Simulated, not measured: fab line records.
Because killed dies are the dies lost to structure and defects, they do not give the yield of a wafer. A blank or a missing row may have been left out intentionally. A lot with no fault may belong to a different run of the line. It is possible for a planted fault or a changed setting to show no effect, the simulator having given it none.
Which tool did it? ; flow n5_finfet ; 24 wafers from 8 lots sampled at 5 of the route's 1938 steps

WHAT THE GAUGES SHOWED, per wafer
N5_BEOL_M4_RC_MEAS_101.
lot;measured;on;DIBL_N (mV/V);DIBL_P (mV/V);IOFF_N (nA/um);IOFF_P (nA/um);ION_N (uA/um);ION_P (uA/um);RC_DENSE_N (ohm.um);RC_DENSE_P (ohm.um);RC_N (ohm.um);RC_P (ohm.um);REXT_N (ohm.um);REXT_P (ohm.um);SS_N (mV/dec);SS_P (mV/dec);VT_N (mV);VT_P (mV)
L383;day 10 15:37;prober-01;34.9 35.7 34.9;37.0 37.8 37.7;0.15 0.17 0.15;0.21 0.23 0.23;687 681 675;466 467 468;18.4 18.8 18.8;22.9 23.3 23.4;15.2 15.2 15.3;18.9 18.7 19.2;78.4 77.5 77.5;100.8 99.8 99.0;71.2 72.0 71.4;73.0 73.2 73.7;249 251 249;-249 -249 -249
L385;day 10 22:18;prober-01;36.8 37.4 38.1;36.0 37.1 37.7;0.13 0.16 0.18;0.19 0.21 0.24;653 679 680;450 465 473;19.1 18.9 19.1;23.9 23.7 24.0;15.5 15.5 15.7;19.5 19.2 19.6;74.2 74.6 74.3;99.0 98.7 99.0;72.2 71.1 72.2;72.7 73.3 73.7;256 248 249;-252 -253 -250
L386;day 11 02:14;prober-01;36.9 35.8 37.7;35.8 34.5 36.8;0.16 0.14 0.17;0.21 0.19 0.23;675 665 680;461 453 463;19.4 19.3 19.3;24.1 24.2 24.2;15.6 15.7 15.8;19.6 19.8 19.8;72.6 73.6 73.4;101.8 101.5 100.9;72.6 71.9 71.8;73.1 73.6 73.5;249 251 249;-250 -252 -247
L387;day 11 03:49;prober-02;35.2 35.5 32.4;36.3 36.5 32.3;0.16 0.17 0.11;0.22 0.22 0.17;674 673 650;463 463 456;29.7 19.8 19.3;36.6 24.6 24.0;24.1 16.1 15.7;29.9 20.2 19.5;83.6 75.8 75.3;111.8 103.5 100.7;71.2 71.4 71.5;74.0 74.3 72.7;249 247 256;-249 -249 -249
L394;day 13 02:40;prober-01;38.3 38.3 37.5;40.2 39.0 37.9;0.22 0.20 0.18;0.28 0.26 0.24;679 668 678;470 466 464;18.7 30.0 18.1;23.1 37.3 22.7;15.2 24.5 14.7;18.9 30.7 18.6;73.7 83.7 73.6;97.8 109.6 98.2;72.5 72.2 72.2;74.3 73.0 73.7;247 246 248;-245 -246 -247
L395;day 13 04:31;prober-01;36.6 37.2 38.2;37.1 37.5 39.3;0.16 0.16 0.21;0.25 0.26 0.30;684 673 702;476 470 484;18.9 19.4 19.3;24.0 24.3 24.2;15.4 15.7 15.6;19.4 19.6 19.9;75.4 76.2 76.3;101.7 101.4 100.7;71.8 71.3 71.5;72.6 73.7 73.6;248 251 244;-247 -247 -246
L396;day 13 15:16;prober-01;36.2 34.7 34.8;34.7 33.7 33.1;0.17 0.14 0.15;0.22 0.20 0.19;680 669 662;459 466 458;19.1 19.5 19.0;23.4 24.0 23.6;15.5 16.0 15.4;19.1 19.7 19.1;74.4 75.6 75.0;99.8 100.0 99.8;71.8 71.2 71.2;73.0 72.9 71.8;247 249 250;-251 -251 -250
L397;day 13 20:48;prober-02;35.1 37.9 37.0;35.2 37.1 36.8;0.14 0.18 0.16;0.21 0.24 0.24;684 691 678;470 473 470;18.6 18.2 18.3;23.6 23.0 23.3;15.0 14.8 14.9;19.1 18.6 18.8;72.0 70.7 71.8;103.0 102.1 102.6;71.1 71.3 71.6;72.6 74.2 73.5;247 248 248;-248 -248 -248

EACH LOT AND THE TOOL THAT RAN IT (in order: tool; ch and the chambers of the sampled wafers; start)
lot;N5_MOL_CONTACT_COAG_ETCH_59;N5_MOL_CONTACT_COAG_CONTACT_ETCH_14;N5_MOL_CONTACT_COAG_TI_SIL_19;N5_MOL_CONTACT_COAG_SIL_ANNEAL_21
L383;rie_diel-02 ch 0,2, day 6 17:44;rie_diel-02 ch 0,2, day 6 17:53;pvd_sputter-03, day 6 18:34;rtp_anneal-01 ch 0, day 6 19:14
L385;rie_diel-05 ch 0,2,3, day 7 11:03;rie_diel-05 ch 0,2,3, day 7 11:12;pvd_sputter-03, day 7 12:50;rtp_anneal-01 ch 0, day 7 13:20
L386;rie_diel-02 ch 1,2,3, day 7 13:26;rie_diel-02 ch 1,2,3, day 7 13:35;pvd_sputter-03, day 7 15:58;rtp_anneal-02 ch 0, day 7 16:29
L387;rie_diel-02 ch 0,1,2, day 8 00:05;rie_diel-02 ch 0,1,2, day 8 00:14;pvd_sputter-03, day 8 01:22;rtp_anneal-01 ch 0, day 8 02:00
L394;rie_diel-02 ch 0,1,3, day 9 12:55;rie_diel-02 ch 0,1,3, day 9 13:04;pvd_sputter-02, day 9 15:12;rtp_anneal-01 ch 0, day 9 15:44
L395;rie_diel-05 ch 2,3, day 9 21:34;rie_diel-05 ch 2,3, day 9 21:43;pvd_sputter-02, day 10 02:35;rtp_anneal-01 ch 0, day 10 03:10
L396;rie_diel-05 ch 0,2,3, day 10 02:06;rie_diel-05 ch 0,2,3, day 10 02:15;pvd_sputter-02, day 10 09:09;rtp_anneal-01 ch 0, day 10 09:49
L397;rie_diel-05 ch 0,3, day 10 11:26;rie_diel-05 ch 0,3, day 10 11:35;pvd_sputter-01, day 10 12:16;rtp_anneal-01 ch 0, day 10 13:52
- N5_MOL_CONTACT_COAG_ETCH_59: etches underlayer in N2/H2, target depth 13 nm, time 10.4 s.
- N5_MOL_CONTACT_COAG_CONTACT_ETCH_14: etches SiO2 in C4F6/O2, target depth 27.5 nm, overetch 8.5 nm, time 20 s.
- N5_MOL_CONTACT_COAG_TI_SIL_19: material Ti, target thk 4.2 nm, time 15 s.
- N5_MOL_CONTACT_COAG_SIL_ANNEAL_21: time 60 s.

AS READ BY THE TOOLS THEMSELVES (means over the sampled wafers that have a number; for cases with no such wafer, the mark the record gives instead)
N5_MOL_CONTACT_COAG_ETCH_59.
lot;tool;drypump_motor_current_A (A);etch_rf_on_time_s (s);oes_product_au (a.u.);rf_fwd_power_W (W);rf_vpp_V (V);showerhead_plenum_p_Torr (Torr);throttle_valve_pct (%)
L383;rie_diel-02;6.1;10.35;0.63;818.1;519.9;2.40;17.97
L385;rie_diel-05;5.9;10.28;0.68;819.4;524.6;2.58;17.80
L386;rie_diel-02;5.7;10.48;0.65;817.8;523.3;2.54;17.89
L387;rie_diel-02;5.8;10.55;0.62;821.2;522.8;2.49;17.96
L394;rie_diel-02;5.9;10.42;0.65;818.9;522.6;2.48;17.87
L395;rie_diel-05;6.2;10.19;0.66;818.5;524.9;2.58;18.01
L396;rie_diel-05;5.9;10.15;0.66;818.9;525.2;2.57;17.84
L397;rie_diel-05;6.3;10.15;0.60;820.6;525.4;2.62;18.13

N5_MOL_CONTACT_COAG_CONTACT_ETCH_14.
lot;tool;drypump_motor_current_A (A);oes_f_703_au (a.u.);oes_o_777_au (a.u.);oes_product_au (a.u.);rf_fwd_power_W (W);rf_vpp_V (V);showerhead_plenum_p_Torr (Torr);throttle_valve_pct (%)
L383;rie_diel-02;6.1;0.74;0.74;0.63;365.2;687.9;2.73;21.41
L385;rie_diel-05;5.9;0.78;0.78;0.67;364.2;694.7;2.92;21.22
L386;rie_diel-02;5.7;0.75;0.75;0.65;362.8;692.1;2.88;21.33
L387;rie_diel-02;5.9;0.63;0.65;0.62;332.9;710.7;2.83;21.38
L394;rie_diel-02;5.9;0.68;0.70;0.65;333.6;709.5;2.82;21.32
L395;rie_diel-05;6.2;0.75;0.75;0.65;365.2;694.6;2.92;21.40
L396;rie_diel-05;5.9;0.75;0.75;0.65;364.6;693.8;2.91;21.25
L397;rie_diel-05;6.3;0.71;0.70;0.59;366.9;694.7;2.96;21.46

N5_MOL_CONTACT_COAG_TI_SIL_19.
lot;tool;throttle_valve_pct (%)
L383;pvd_sputter-03;29.8
L385;pvd_sputter-03;30.0
L386;pvd_sputter-03;29.6
L387;pvd_sputter-03;30.1
L394;pvd_sputter-02;29.8
L395;pvd_sputter-02;31.2
L396;pvd_sputter-02;29.6
L397;pvd_sputter-01;29.4

N5_MOL_CONTACT_COAG_SIL_ANNEAL_21.
lot;tool;lamp_power_pct (%);lamp_zone_6_pct (%);wafer_temp_C_max
L383;rtp_anneal-01;6.34;6.29;552.3
L385;rtp_anneal-01;6.34;6.29;551.5
L386;rtp_anneal-02;6.49;6.43;552.2
L387;rtp_anneal-01;6.34;6.28;551.2
L394;rtp_anneal-01;6.34;6.28;551.7
L395;rtp_anneal-01;6.34;6.29;551.3
L396;rtp_anneal-01;6.34;6.29;551.5
L397;rtp_anneal-01;6.35;6.28;551.4

THE ANSWER, worked out from the rows above alone
Rule: usual is defined by the lots themselves. The widest of any qualifying gaps counts: lots, ordered by their means at a reading, are off when they make up no more than a third of the lots, leave a main group of 4 or more, and stand apart from it by 3 or more times the standard deviation of that group's means. If all means in a main group match to the digits the tables above print for the reading, that group is not used. A lot without any number at a reading at which 4 lots or more have one is off too. Any other lot the step has rows for is counted as sound. After the gauges, taken in route order, come the tools' own readings; for these a lot's mean is taken, as printed above. The first step at which some lot is off is used, and at that step the reading that is off furthest; a lot without a number counts as furthest.
Off: L387, L394, at N5_BEOL_M4_RC_MEAS_101 (RC_DENSE_P). The main group: mean 23.7 ohm.um, standard deviation 0.38.
If a tool, at a process step before that reading, ran all the lots that are off and no sound lot after the first of them, it fits. Not tried: the gauges at N5_BEOL_M4_RC_MEAS_101; whatever is off there is also off at N5_MOL_CONTACT_COAG_CONTACT_ETCH_14, on other tools, and gauge error can't account for it. One fits: rie_diel-02 at N5_MOL_CONTACT_COAG_ETCH_59 and N5_MOL_CONTACT_COAG_CONTACT_ETCH_14. At N5_MOL_CONTACT_COAG_ETCH_59 its last sound lot is L386 (day 7 13:26), its first lot that is off L387 (day 8 00:05): a fault that began between those two fits.

WHAT WAS PUT IN BY THE SIMULATOR
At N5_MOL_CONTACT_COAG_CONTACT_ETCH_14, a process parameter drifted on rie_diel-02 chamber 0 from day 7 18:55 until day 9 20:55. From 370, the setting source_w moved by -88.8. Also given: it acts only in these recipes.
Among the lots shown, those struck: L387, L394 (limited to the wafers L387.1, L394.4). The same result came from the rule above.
